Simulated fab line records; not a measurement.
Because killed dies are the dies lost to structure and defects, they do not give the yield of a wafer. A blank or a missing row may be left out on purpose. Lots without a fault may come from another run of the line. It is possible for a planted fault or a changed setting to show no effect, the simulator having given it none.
fab line records	flow nand_harc
[record] lots = 6	wafers = 16	last_day = 32
route steps=1302 shown A_WL_FILL@971 A_CONTACT@983
lots untouched by any fault: they come from a run of this same line in which no faults occurred
start_h: hours from the record's opening day to when the first of the lot's shown wafers began	wait_h: hours since the lot's step before	" same as the row above	L1.1+2: one row covering several wafers at once	- no value present, or no start provided	* or withheld: withheld	< > ~ a bound
route shown NAME@n: NAME is a module with steps in the file, n the number in the route of the first one	usual: mean and standard deviation over wafers with no fault	same: alike in all rows	chamber/n: place in a boat	sites: each site's reading	_std_site: their standard deviation	_edge_site: mean of outer sites minus mean of inner sites	radius_mm: how far each site lies from the wafer's centre	mask NAME#n: copy n	behind: the tool/chamber that last shaped the wafer	hold: why the lot went on hold/how many hours it stayed there/how the hold came to an end	device: names the non-switching transistor (n, p or np)	end of line: tests run on the same wafers once the route is complete	for a step that has no rows: nothing shown but its recipe	killed: count of dies lost to structure and defects at first sort (not the wafer's yield)	map: the dies of a wafer, with x for killed, . for not killed, _ for no die there
set.NAME: the run value of the setting; set.NAME@STEP: its run value at that earlier step	model.NAME: the simulator's own value behind a step, which no gauge read
lots at selected steps of the route; one table per step, one row per wafer
services: the hour from which a tool's chamber was out of use, counted from the record's first day as start_h (under 0 if before that day), plus the number of hours and why
[[steps]]
[step NHARC_A_WL_FILL_CVD_23]
[recipe] target_thk_a = 400	temp_c = 620	pressure_mtorr = 200	time_s = 800	material = poly-Si
[step NHARC_A_WL_FILL_ETCHBACK_26]
[recipe] target_depth_a = 520	time_s = 13.3	hbr_flow_sccm = 150	rf_w = 350	icp_w = 350	bias_w = 60	chemistry = HBr
[usual] drypump_motor_current_A = 5.7/0.45	oes_product_au = 0.997/0.0095	throttle_valve_pct = 23.267/0.0088
lot.wafer	tool	chamber	start_h	wait_h	drypump_motor_current_A	oes_product_au	rf_hours_counter_h	throttle_valve_pct
L793.3	rie_si-06	0	503.83	0.4	6.2	1.009	0.41	23.277
L793.6	"	1	"	"	5.2	1.004	-	23.255
L793.5	"	2	"	"	5.6	1.003	-	23.261
L794.3	rie_si-06	0	519.67	0.4	6.2	1.017	0.51	23.265
L794.6	"	0	"	"	6.2	1.009	-	23.273
L798.1	rie_si-05	2	569.57	0.4	5.9	0.992	0.48	23.255
L798.2	"	3	"	"	5.3	0.994	0.44	23.248
L803.3	rie_si-03	2	601.41	0.4	6.6	1.006	0.13	23.272
L803.1	"	0	"	"	6.2	1.002	0.11	23.271
L803.2	"	1	"	"	5.1	0.995	0.02	23.262
L804.1	rie_si-05	0	606.44	0.4	5.4	1.001	0.81	23.264
L804.3	"	1	"	"	5.5	0.995	0.86	23.261
L804.6	"	0	"	"	5.4	0.999	-	23.270
L811.3	rie_si-05	0	689.57	0.4	5.3	1.003	0.20	23.281
L811.1	"	1	"	"	5.5	0.997	0.16	23.263
L811.6	"	2	"	"	5.9	0.994	-	23.264
[step NHARC_A_WL_FILL_PRECLEAN_30]
[recipe] time_s = 10	chemistry = dHF
[step NHARC_A_WL_FILL_SRD_14]
[step NHARC_A_WL_FILL_ALD_19]
[recipe] target_thk_a = 20	pulse_time_s = 3	ald_cycles = 100	temp_c = 450	material = TiN
[usual] heater_power_w = 1113/140	precursor_pulse_height_rel = 1.002/0.021
lot.wafer	tool	chamber	start_h	wait_h	heater_power_w	precursor_pulse_height_rel
L793.3	ald_metal-01	0	504.12	0.2	1257	1.007
L793.5	"	1	"	"	1119	0.993
L793.6	"	2	"	"	1068	0.997
L794.3	ald_metal-02	1	519.95	0.1	997	0.989
L794.6	"	0	"	"	1024	1.002
L798.2	ald_metal-04	2	569.83	0.1	973	1.012
L798.1	"	1	"	"	943	0.993
L803.1	ald_metal-02	1	601.68	0.1	1021	0.967
L803.2	"	3	"	"	1360	0.993
L803.3	"	0	"	"	1038	0.993
L804.3	ald_metal-01	1	606.71	0.1	1119	0.994
L804.1	"	2	"	"	1001	0.997
L804.6	"	1	"	"	1156	1.036
L811.3	ald_metal-02	2	689.81	0.1	1353	1.007
L811.1	"	0	"	"	1006	1.016
L811.6	"	2	"	"	1356	1.015
[step NHARC_A_WL_FILL_CVD_20]
[recipe] target_thk_a = 1000	temp_c = 400	pressure_torr = 40	wf6_flow_sccm = 40	h2_flow_sccm = 1600	ar_flow_sccm = 1560	time_s = 74	material = W
[usual] heater_power_w = 870/62	mfc_wf6_sccm = 40.00/0.12	throttle_valve_pct = 7.9/0.37
lot.wafer	tool	chamber	start_h	wait_h	heater_power_w	mfc_wf6_sccm	throttle_valve_pct
L793.3	cvd_w-01	0	-	-	822	39.94	7.9
L793.6	"	1	"	"	935	39.79	8.3
L793.5	"	0	"	"	835	39.99	7.7
L794.3	cvd_w-01	0	-	-	826	40.32	7.7
L794.6	"	1	"	"	948	40.04	8.3
L798.2	cvd_w-01	1	-	-	865	39.90	8.5
L798.1	"	0	"	"	834	39.92	7.4
L803.1	cvd_w-01	0	-	-	832	39.91	7.6
L803.2	"	1	"	"	888	40.08	8.3
L803.3	"	1	"	"	899	39.90	8.3
L804.1	cvd_w-01	0	-	-	844	39.85	7.5
L804.3	"	1	"	"	893	40.15	8.2
L804.6	"	1	"	"	867	39.99	8.4
L811.1	cvd_w-02	1	-	-	747	39.99	8.0
L811.3	"	1	"	"	744	40.07	7.7
L811.6	"	0	"	"	943	39.92	7.6
[step NHARC_A_WL_FILL_CMP_12]
[recipe] t_overpolish_s = 30	target_thk_nm = 100
[usual] motor_current_A = 12.1/1.3	overpolish_run_s = 30.001/0.009	pad_life_wafers = 181/110	time_to_endpoint_s = 19.4/2.5
[same] t_overpolish_s = 30
lot.wafer	tool	chamber	start_h	wait_h	motor_current_A	overpolish_run_s	pad_life_wafers	time_to_endpoint_s
L793.3	cmp-03	1	504.47	0.1	12.3	29.999	163	16.6
L793.5	"	0	"	"	11.3	29.998	-	20.0
L793.6	"	1	"	"	12.6	30.015	-	17.5
L794.3	cmp-04	3	520.31	0.1	11.2	29.981	54	16.4
L794.6	"	3	"	"	11.5	29.995	-	18.8
L798.1	cmp-01	1	570.26	0.1	11.3	29.995	390	18.9
L798.2	"	2	"	"	10.5	30.002	391	21.4
L803.1	cmp-03	1	602.09	0.2	13.4	29.998	145	15.8
L803.2	"	2	"	"	14.4	30.009	146	19.7
L803.3	"	3	"	"	11.9	29.997	147	18.5
L804.1	cmp-04	1	607.09	0.2	10.9	30.014	6	19.6
L804.3	"	0	"	"	11.1	30.006	9	18.4
L804.6	"	1	"	"	11.0	29.997	-	19.0
L811.1	cmp-01	3	690.21	0.2	12.3	30.006	49	20.2
L811.3	"	0	"	"	14.1	29.998	50	17.8
L811.6	"	2	"	"	10.7	30.009	-	17.1
[step NHARC_A_WL_FILL_SRD_31]
[step NHARC_A_WL_FILL_INSPECT_15]
[usual] raw_defect_count = 506/150
lot.wafer	tool	chamber	start_h	wait_h	raw_defect_count
L793.3	defect_inspect-01	-	504.94	0.0	412
L793.5	"	-	"	"	409
L793.6	"	-	"	"	479
L794.3	defect_inspect-01	-	520.78	0.0	408
L794.6	"	-	"	"	357
L798.1	defect_inspect-01	-	570.72	0.0	465
L798.2	"	-	"	"	404
L803.1	defect_inspect-01	-	602.55	0.0	729
L803.2	"	-	"	"	584
L803.3	"	-	"	"	463
L804.1	defect_inspect-02	-	607.58	0.0	895
L804.3	"	-	"	"	529
L804.6	"	-	"	"	620
L811.1	defect_inspect-01	-	690.65	0.0	425
L811.3	"	-	"	"	454
L811.6	"	-	"	"	406
[step NHARC_A_CONTACT_DEP_24]
[recipe] target_thk_a = 5000	temp_c = 400	pressure_torr = 6.5	rf_w = 900	teos_flow_sccm = 161.4	flow_sccm = 2650	target_thk_nm = 500	gas = O2	material = SiO2
[usual] heater_power_w = 538/60	mfc_precursor_sccm = 161.4/0.46	showerhead_vpp_V = 1863/99	throttle_valve_pct = 16.0/0.41
lot.wafer	tool	chamber	start_h	wait_h	heater_power_w	mfc_precursor_sccm	showerhead_vpp_V	throttle_valve_pct
L793.3	pecvd-03	1	505.32	0.4	524	161.3	1964	15.6
L793.5	"	1	"	"	559	161.3	1930	15.6
L793.6	"	2	"	"	495	161.5	1966	16.0
L794.3	pecvd-03	2	520.84	0.1	555	184.3	1981	15.8
L794.6	"	2	"	"	583	184.5	1946	15.8
L798.2	pecvd-03	0	570.79	0.1	456	161.6	1944	16.2
L798.1	"	2	"	"	526	185.6	1983	16.0
L803.1	pecvd-04	1	602.61	0.1	579	161.7	1806	16.7
L803.2	"	2	"	"	595	160.8	1779	16.0
L803.3	"	0	"	"	546	162.1	1981	15.8
L804.3	pecvd-01	0	607.64	0.1	483	161.4	1721	15.5
L804.1	"	2	"	"	485	161.3	1675	16.2
L804.6	"	0	"	"	543	161.2	1704	15.2
L811.1	pecvd-04	0	690.72	0.1	465	161.3	1952	15.3
L811.3	"	1	"	"	502	161.2	1768	16.8
L811.6	"	1	"	"	505	161.5	1735	16.6
[[services]]
tool	chamber	start_h	hours	kind
cmp-01	-	480.39	4.0	pm
rie_si-05	-	482.00	9.0	pm
pecvd-04	-	484.27	0.7	repair
cmp-01	-	502.03	0.8	repair
cmp-04	-	503.00	4.0	pm
pecvd-04	2	519.92	5.1	repair
ald_metal-01	0	522.09	15.0	repair
ald_metal-01	-	526.00	10.0	pm
rie_si-05	2	529.42	1.6	repair
cvd_w-01	-	547.00	13.0	pm
pecvd-03	-	547.39	13.0	pm
cmp-03	-	554.07	4.0	pm
pecvd-03	1	561.33	11.7	repair
ald_metal-02	1	586.23	4.0	repair
rie_si-05	1	586.74	4.6	repair
ald_metal-02	-	610.00	10.0	pm
ald_metal-01	3	611.52	5.0	repair
cmp-03	-	612.72	0.8	repair
pecvd-04	-	631.00	13.0	pm
cmp-03	-	650.23	5.0	repair
rie_si-05	-	659.00	9.0	pm
cmp-03	-	662.43	0.7	repair
cvd_w-01	0	688.19	14.0	repair
ald_metal-01	0	690.09	2.9	repair
[[key]]
[first_sign] step = NHARC_A_CONTACT_DEP_24	reading = mfc_precursor_sccm	direction = up	sigmas = 51	usual = 161.4	struck = 184.8
effect none on later readings
met_at NHARC_A_CONTACT_DEP_24
struck_wafers L794.3,L794.6,L798.1
tester_left_out L794,L798
onset_between 505.32 520.84
[fault] kind = process_parameter_drift	tool = pecvd-03	chamber = 2	onset_h = 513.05	steps = NHARC_A_CONTACT_DEP_24	channel = teos_flow_sccm	offset = *	shape = step	acts_in = *	stated = *
// tester_left_out: of these lots the tester's yield and bins aren't shown, on N5 and GAA mostly nor the transistor test; their killed dies are dies lost to structure and defects alone, not to doping, threshold or leakage, so they don't give the yield
